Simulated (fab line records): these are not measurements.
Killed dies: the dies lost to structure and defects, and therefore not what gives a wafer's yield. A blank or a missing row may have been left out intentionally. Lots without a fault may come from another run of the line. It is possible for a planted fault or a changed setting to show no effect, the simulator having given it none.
The tool behind it: which one?	flow nandHarc	24 lots with 72 wafers sampled at 2 steps, on a route of 1159 steps

== WHAT EACH GAUGE READ, for each wafer ==
NHARC_P_BONDPAD_THK_MEAS_20: measures by xrf.
lot	measured	on	thkNm (nm)
L074	day 6 14:40	filmMetro-02	157.7 159.1 159.2
L076	day 6 17:13	filmMetro-01	158.9 160.0 161.6
L075	day 6 22:09	filmMetro-01	160.3 160.4 158.5
L078	day 7 11:07	filmMetro-01	159.8 159.1 160.9
L077	day 7 13:47	filmMetro-02	158.7 159.3 161.6
L079	day 7 21:08	filmMetro-01	163.0 161.6 161.7
L080	day 7 21:52	filmMetro-02	160.1 159.2 161.0
L081	day 8 07:16	filmMetro-02	160.5 161.2 160.7
L082	day 8 08:35	filmMetro-02	161.1 162.0 159.2
L084	day 8 21:17	filmMetro-02	162.6 161.7 160.2
L083	day 8 21:56	filmMetro-01	160.3 159.1 159.8
L085	day 9 04:35	filmMetro-02	160.6 161.7 160.1
L086	day 9 16:29	filmMetro-02	159.6 160.0 158.9
L087	day 9 17:31	filmMetro-02	162.8 161.9 162.0
L088	day 10 11:13	filmMetro-02	159.1 160.6 159.0
L089	day 10 11:41	filmMetro-01	163.8 158.9 158.9
L090	day 10 13:22	filmMetro-02	159.5 158.9 156.5
L091	day 10 20:03	filmMetro-01	159.4 159.9 158.9
L092	day 11 02:42	filmMetro-02	160.1 157.4 160.3
L093	day 11 11:32	filmMetro-02	161.4 160.3 158.2
L094	day 11 12:25	filmMetro-01	160.4 159.8 159.5
L095	day 11 18:07	filmMetro-02	161.4 159.1 160.8
L097	day 11 21:55	filmMetro-02	160.1 157.4 161.5
L096	day 11 22:22	filmMetro-02	160.8 161.8 161.4

== WHICH TOOL RAN EACH LOT (tool, then ch and the chambers of the sampled wafers, then the start) ==
lot	NHARC_P_BONDPAD_ANNEAL_28
L074	rtpAnneal-02 ch 0, day 6 14:01
L076	rtpAnneal-01 ch 0, day 6 16:43
L075	rtpAnneal-01 ch 0, day 6 21:29
L078	rtpAnneal-01 ch 0, day 7 10:31
L077	rtpAnneal-01 ch 0, day 7 13:07
L079	rtpAnneal-02 ch 0, day 7 20:38
L080	rtpAnneal-01 ch 0, day 7 21:21
L081	rtpAnneal-02 ch 0, day 8 06:36
L082	rtpAnneal-02 ch 0, day 8 07:55
L084	rtpAnneal-02 ch 0, day 8 20:37
L083	rtpAnneal-01 ch 0, day 8 21:16
L085	rtpAnneal-02 ch 0, day 9 03:55
L086	rtpAnneal-02 ch 0, day 9 15:55
L087	rtpAnneal-01 ch 0, day 9 16:32
L088	rtpAnneal-01 ch 0, day 10 10:33
L089	rtpAnneal-02 ch 0, day 10 11:01
L090	rtpAnneal-01 ch 0, day 10 12:41
L091	rtpAnneal-01 ch 0, day 10 19:23
L092	rtpAnneal-02 ch 0, day 11 02:02
L093	rtpAnneal-02 ch 0, day 11 10:55
L094	rtpAnneal-02 ch 0, day 11 11:45
L095	rtpAnneal-02 ch 0, day 11 17:25
L097	rtpAnneal-02 ch 0, day 11 21:13
L096	rtpAnneal-01 ch 0, day 11 21:44
- NHARC_P_BONDPAD_ANNEAL_28: time 90 s.

== AS READ BY THE TOOLS THEMSELVES (means over the sampled wafers that have a number; for cases with no such wafer, the mark the record gives instead) ==
NHARC_P_BONDPAD_ANNEAL_28.
lot	tool	wafer_temp_C_max
L074	rtpAnneal-02	226.3
L076	rtpAnneal-01	226.6
L075	rtpAnneal-01	226.6
L078	rtpAnneal-01	226.5
L077	rtpAnneal-01	226.5
L079	rtpAnneal-02	226.2
L080	rtpAnneal-01	226.8
L081	rtpAnneal-02	226.5
L082	rtpAnneal-02	226.1
L084	rtpAnneal-02	226.4
L083	rtpAnneal-01	226.5
L085	rtpAnneal-02	226.2
L086	rtpAnneal-02	226.6
L087	rtpAnneal-01	226.2
L088	rtpAnneal-01	226.4
L089	rtpAnneal-02	226.1
L090	rtpAnneal-01	226.3
L091	rtpAnneal-01	226.4
L092	rtpAnneal-02	226.0
L093	rtpAnneal-02	226.5
L094	rtpAnneal-02	226.1
L095	rtpAnneal-02	226.1
L097	rtpAnneal-02	226.2
L096	rtpAnneal-01	226.5

== THE ANSWER, worked out from the rows above alone ==
Rule: the lots themselves supply what counts as usual. Put in order of their means at a reading, lots are off if they are a third of the lots or fewer, leave a main group of 4 or more, and stand apart from it by a gap of 3 or more times the standard deviation of the main group's means; of several such gaps the widest counts. The tables above print the reading to a certain number of digits; a main group whose means all agree to those digits is not used. A lot without any number at a reading at which 4 lots or more have one is off too. Where the step has rows for the other lots, those lots are counted as sound. First the gauges in route order, then the tools' own readings, where a lot's mean is used as printed above. The first step at which some lot is off is used, and at that step the reading that is off furthest; a lot without a number counts as furthest.
Nothing can be told from this: no lot is off at any reading shown.

== WHAT THE SIMULATOR PUT IN ==
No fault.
